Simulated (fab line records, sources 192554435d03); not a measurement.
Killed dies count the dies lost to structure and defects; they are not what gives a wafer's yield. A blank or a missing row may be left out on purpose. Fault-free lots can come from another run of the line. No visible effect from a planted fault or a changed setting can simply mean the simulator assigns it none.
Which tool did it? | flow n5-finfet | 29 wafers from 10 lots sampled at 5 of the route's 1938 steps

## WHAT THE GAUGES READ, wafer by wafer
N5_HKMG_FIN_OVL_MEAS_13. Usual: NWFM_OVL gives -0.3 nm (standard deviation 0.68).
lot  | measured    | on         | NWFM_OVL (nm)  | flag
L259 | day 4 13:38 | overlay-02 | -0.4 -0.4      |
L260 | day 4 22:13 | overlay-02 | -0.4 0.0 -0.5  |
L261 | day 5 05:34 | overlay-02 | -1.2 0.0 -0.6  |
L262 | day 5 09:09 | overlay-01 | 0.9 1.6 -0.2   |
L268 | day 6 22:40 | overlay-02 | -0.4 -0.1 0.2  |
L271 | day 7 15:46 | overlay-01 | 0.8 -0.4 0.5   |
L272 | day 8 00:37 | overlay-01 | -1.7 -0.6 -1.6 |
L274 | day 8 07:32 | overlay-02 | 0.5 -0.5 0.3   |
L275 | day 8 14:59 | overlay-01 | -0.9 -0.1 0.5  |
L279 | day 9 15:07 | overlay-01 | -1.6 0.9 -0.7  |

N5_BEOL_M4_RC_MEAS_101. Usual: DIBL_N 36.3 mV/V, standard deviation 1.6; DIBL_P 36.2 mV/V, standard deviation 2.1; IOFF_N 0.16 nA/um, standard deviation 0.031; IOFF_P 0.21 nA/um, standard deviation 0.034; ION_N 673 uA/um, standard deviation 11; ION_P 461 uA/um, standard deviation 7.4; SS_N 71.6 mV/dec, standard deviation 0.55; SS_P 73.3 mV/dec, standard deviation 0.66; VT_N 251 mV, standard deviation 3.2; VT_P -251 mV, standard deviation 3.5.
lot  | measured     | on        | DIBL_N (mV/V)  | DIBL_P (mV/V)  | IOFF_N (nA/um) | IOFF_P (nA/um) | ION_N (uA/um) | ION_P (uA/um) | SS_N (mV/dec)  | SS_P (mV/dec)  | VT_N (mV)   | VT_P (mV)      | flag
L259 | day 7 19:15  | prober-02 | 33.4 35.0      | 33.4 36.1      | 0.12 0.15      | 0.15 0.20      | 664 661       | 452 453       | 70.8 71.6      | 72.9 73.3      | 258 249     | -254 -251      |
L260 | day 8 12:02  | prober-01 | 37.1 34.0 35.2 | 37.1 33.1 35.2 | 0.18 0.12 0.15 | 0.21 0.16 0.18 | 673 648 679   | 458 447 456   | 72.1 71.8 72.0 | 74.2 72.7 73.1 | 248 254 250 | -250 -255 -254 |
L261 | day 8 17:03  | prober-02 | 36.0 38.8 38.9 | 35.8 39.2 39.4 | 0.14 0.20 0.19 | 0.22 0.28 0.28 | 661 679 675   | 460 467 473   | 72.0 71.9 72.2 | 73.4 74.3 74.7 | 255 249 248 | -250 -244 -244 |
L262 | day 8 20:27  | prober-01 | 34.0 35.5 32.7 | 34.1 35.7 32.4 | 0.12 0.15 0.11 | 0.20 0.21 0.18 | 665 666 669   | 465 461 468   | 70.5 70.8 70.6 | 73.1 73.2 72.9 | 253 251 256 | -249 -247 -252 |
L274 | day 11 13:49 | prober-02 | 36.2 38.6 35.8 | 33.6 36.5 33.4 | 0.13 0.18 0.13 | 0.19 0.23 0.19 | 663 679 653   | 451 464 456   | 71.1 71.7 71.4 | 72.5 73.8 73.3 | 253 252 253 | -255 -248 -254 |
L275 | day 11 21:50 | prober-01 | 37.7 37.0 38.1 | 38.2 36.0 37.4 | 0.18 0.15 0.19 | 0.22 0.20 0.23 | 687 668 676   | 465 461 464   | 71.7 72.2 72.0 | 73.5 73.6 73.1 | 249 250 250 | -252 -255 -248 |
L279 | day 13 07:39 | prober-01 | 34.2 37.2 36.9 | 32.7 37.0 36.4 | 0.10 0.15 0.14 | 0.14 0.19 0.19 | 656 667 666   | 455 456 463   | 70.4 71.2 71.6 | 71.8 72.6 72.9 | 257 251 252 | -254 -253 -255 |

## WHICH TOOL RAN EACH LOT (tool, then ch and the chambers of the sampled wafers, then the start)
lot  | N5_HKMG_FIN_DESCUM_17             | N5_HKMG_FIN_ETCH_86               | N5_HKMG_FIN_ETCHBACK_68
L259 | rie-diel-02 ch 1,2, day 4 13:56   | rie-diel-02 ch 1,2, day 4 15:15   | rie-metal-01 ch 1, day 4 16:35
L260 | rie-diel-06 ch 0,3, day 4 22:16   | rie-diel-04 ch 0,1,2, day 4 23:40 | rie-metal-01 ch 0,1, day 5 00:58
L261 | rie-diel-04 ch 0,2, day 5 05:41   | rie-diel-06 ch 0,3, day 5 07:01   | rie-metal-01 ch 0, day 5 08:24
L262 | rie-diel-02 ch 0,2,3, day 5 09:13 | rie-diel-06 ch 0,3, day 5 10:36   | rie-metal-03 ch 0,1, day 5 11:58
L268 | rie-diel-06 ch 0,2, day 6 22:58   | rie-diel-06 ch 0,3, day 7 00:17   | rie-metal-02 ch 0,1, day 7 01:41
L271 | rie-diel-06 ch 0,2, day 7 15:49   | rie-diel-06 ch 0,2,3, day 7 17:08 | rie-metal-01 ch 0,1, day 7 18:26
L272 | rie-diel-06 ch 0,2,3, day 8 00:41 | rie-diel-06 ch 0,2,3, day 8 02:00 | rie-metal-03 ch 0,1, day 8 03:17
L274 | rie-diel-06 ch 0,3, day 8 07:45   | rie-diel-02 ch 0,2, day 8 09:04   | rie-metal-03 ch 0,1, day 8 10:22
L275 | rie-diel-04 ch 0,1,2, day 8 15:02 | rie-diel-02 ch 0,3, day 8 16:21   | rie-metal-03 ch 1, day 8 17:38
L279 | rie-diel-06 ch 1,2,3, day 9 15:11 | rie-diel-02 ch 1,2,3, day 9 16:30 | rie-metal-03 ch 0,1, day 9 17:52
- N5_HKMG_FIN_DESCUM_17: chemistry O2, time 7.9 s.
- N5_HKMG_FIN_ETCH_86: etches SOC in N2/H2, stops on TiN, target depth 393.2 nm.
- N5_HKMG_FIN_ETCHBACK_68: etches the open film in Cl2/Ar, stops on HfO2, target depth 0.5 nm.

## WHAT THE TOOLS THEMSELVES READ (means of the sampled wafers that have a number; where no wafer has one, the mark that the record gives instead)
N5_HKMG_FIN_DESCUM_17. Usual: drypump-motor-current-A 5.7 A, standard deviation 0.38; oes-product-au 0.75 a.u., standard deviation 0.079; rf-vpp-V 243.1 V, standard deviation 1.2; showerhead-plenum-p-Torr 2.09 Torr, standard deviation 0.069; throttle-valve-pct 20.61 %, standard deviation 0.21.
lot  | tool        | drypump-motor-current-A (A) | oes-product-au (a.u.) | rf-vpp-V (V) | showerhead-plenum-p-Torr (Torr) | throttle-valve-pct (%) | flag
L259 | rie-diel-02 | 5.2                         | 0.75                  | 243.9        | 2.15                            | 20.62                  |
L260 | rie-diel-06 | 5.9                         | 0.70                  | 243.1        | 2.09                            | 20.81                  |
L261 | rie-diel-04 | 6.3                         | 0.77                  | 242.0        | 2.01                            | 20.35                  |
L262 | rie-diel-02 | 5.4                         | 0.86                  | 243.3        | 2.15                            | 20.47                  |
L268 | rie-diel-06 | 5.5                         | 0.70                  | 242.7        | 2.04                            | 20.59                  |
L271 | rie-diel-06 | 5.5                         | 0.70                  | 242.3        | 2.03                            | 20.60                  |
L272 | rie-diel-06 | 5.7                         | 0.68                  | 242.5        | 2.05                            | 20.74                  |
L274 | rie-diel-06 | 5.9                         | 0.67                  | 243.4        | 2.07                            | 20.86                  |
L275 | rie-diel-04 | 6.0                         | 0.81                  | 242.1        | 2.04                            | 20.40                  |
L279 | rie-diel-06 | 5.8                         | 0.68                  | 243.0        | 2.06                            | 20.82                  |

N5_HKMG_FIN_ETCH_86. Usual: drypump-motor-current-A 5.6 A, standard deviation 0.38; oes-product-au 0.75 a.u., standard deviation 0.081; rf-fwd-power-W 843.7 W, standard deviation 2.8; rf-vpp-V 240.9 V, standard deviation 1.3; showerhead-plenum-p-Torr 2.55 Torr, standard deviation 0.084; throttle-valve-pct 17.98 %, standard deviation 0.22.
lot  | tool        | drypump-motor-current-A (A) | oes-product-au (a.u.) | rf-fwd-power-W (W) | rf-vpp-V (V) | showerhead-plenum-p-Torr (Torr) | throttle-valve-pct (%) | flag
L259 | rie-diel-02 | 5.3                         | 0.73                  | 845.0              | 242.1        | 2.59                            | 17.92                  |
L260 | rie-diel-04 | 6.0                         | 0.82                  | 845.5              | 239.8        | 2.50                            | 17.72                  |
L261 | rie-diel-06 | 5.9                         | 0.69                  | 842.6              | 240.7        | 2.57                            | 18.04                  |
L262 | rie-diel-06 | 6.0                         | 0.68                  | 838.7              | 241.1        | 2.57                            | 18.05                  |
L268 | rie-diel-06 | 5.9                         | 0.69                  | 1047.8             | 223.3        | 2.53                            | 18.22                  | OFF
L271 | rie-diel-06 | 5.7                         | 0.70                  | 1049.0             | 223.9        | 2.50                            | 18.14                  | OFF
L272 | rie-diel-06 | 5.7                         | 0.69                  | 1047.4             | 222.9        | 2.50                            | 18.14                  | OFF
L274 | rie-diel-02 | 5.2                         | 0.81                  | 846.7              | 241.4        | 2.56                            | 17.96                  |
L275 | rie-diel-02 | 5.6                         | 0.84                  | 842.7              | 241.3        | 2.65                            | 17.83                  |
L279 | rie-diel-02 | 5.4                         | 0.75                  | 845.6              | 242.0        | 2.61                            | 17.92                  |

N5_HKMG_FIN_ETCHBACK_68. Usual: drypump-motor-current-A 5.8 A, standard deviation 0.37; mfc-ar-sccm 60.01 sccm, standard deviation 0.2; oes-product-au 0.76 a.u., standard deviation 0.11; throttle-valve-pct 20.9 %, standard deviation 0.32.
lot  | tool         | drypump-motor-current-A (A) | mfc-ar-sccm (sccm) | oes-product-au (a.u.) | throttle-valve-pct (%) | flag
L259 | rie-metal-01 | 6.5                         | 60.01              | 0.70                  | 20.9                   |
L260 | rie-metal-01 | 6.1                         | 59.86              | 0.80                  | 20.9                   |
L261 | rie-metal-01 | 5.4                         | 60.33              | 0.90                  | 20.8                   |
L262 | rie-metal-03 | 5.7                         | 60.18              | 0.64                  | 20.8                   |
L268 | rie-metal-02 | 5.7                         | 59.87              | 0.69                  | 21.1                   |
L271 | rie-metal-01 | 6.1                         | 60.17              | 0.75                  | 20.9                   |
L272 | rie-metal-03 | 5.7                         | 59.77              | 0.78                  | 20.9                   |
L274 | rie-metal-03 | 5.7                         | 59.86              | 0.85                  | 20.6                   |
L275 | rie-metal-03 | 5.7                         | 60.11              | 0.92                  | 20.3                   |
L279 | rie-metal-03 | 5.7                         | 60.01              | 0.83                  | 20.6                   |

## THE ANSWER, worked out from the rows above alone
Rule: a lot is off if the mean of its wafers that have a number lies more than 3 standard deviations from the usual mean. A lot without any number at a reading at which 4 lots or more have one is off too. Where the step has rows for the other lots, those lots are counted as sound. The gauges are gone through in route order, then the tools' own readings, and for those a lot's mean is taken as printed above. The first step at which some lot is off is used, and at that step the reading that is off furthest; a lot without a number counts as furthest.
Off at N5_HKMG_FIN_ETCH_86 (rf-fwd-power-W): L268, L271, L272.
If a tool, at that step or one of the process steps before it, ran each lot that is off and ran no sound lot following the first of them, it fits. One fits: rie-diel-06 at N5_HKMG_FIN_ETCH_86. A fault onset in the window from L262 (day 5 10:36, its last sound lot) to L268 (day 7 00:17, its first lot off) fits.
The tool's own readings at N5_HKMG_FIN_ETCH_86 bear it out: on the lots that are off they differ by more than 5 times the standard deviation of the sound lots' means. rf-fwd-power-W reads 1048.1 W there against 843.8 W on the sound lots; rf-vpp-V reads 223.4 V there against 241.2 V on the sound lots.

## WHAT THE SIMULATOR HAD PUT IN
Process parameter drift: rie-diel-06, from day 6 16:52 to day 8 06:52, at N5_HKMG_FIN_ETCH_86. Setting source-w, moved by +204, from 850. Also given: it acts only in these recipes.
Struck lots among those shown: L268, L271, L272. The rule above found the same.
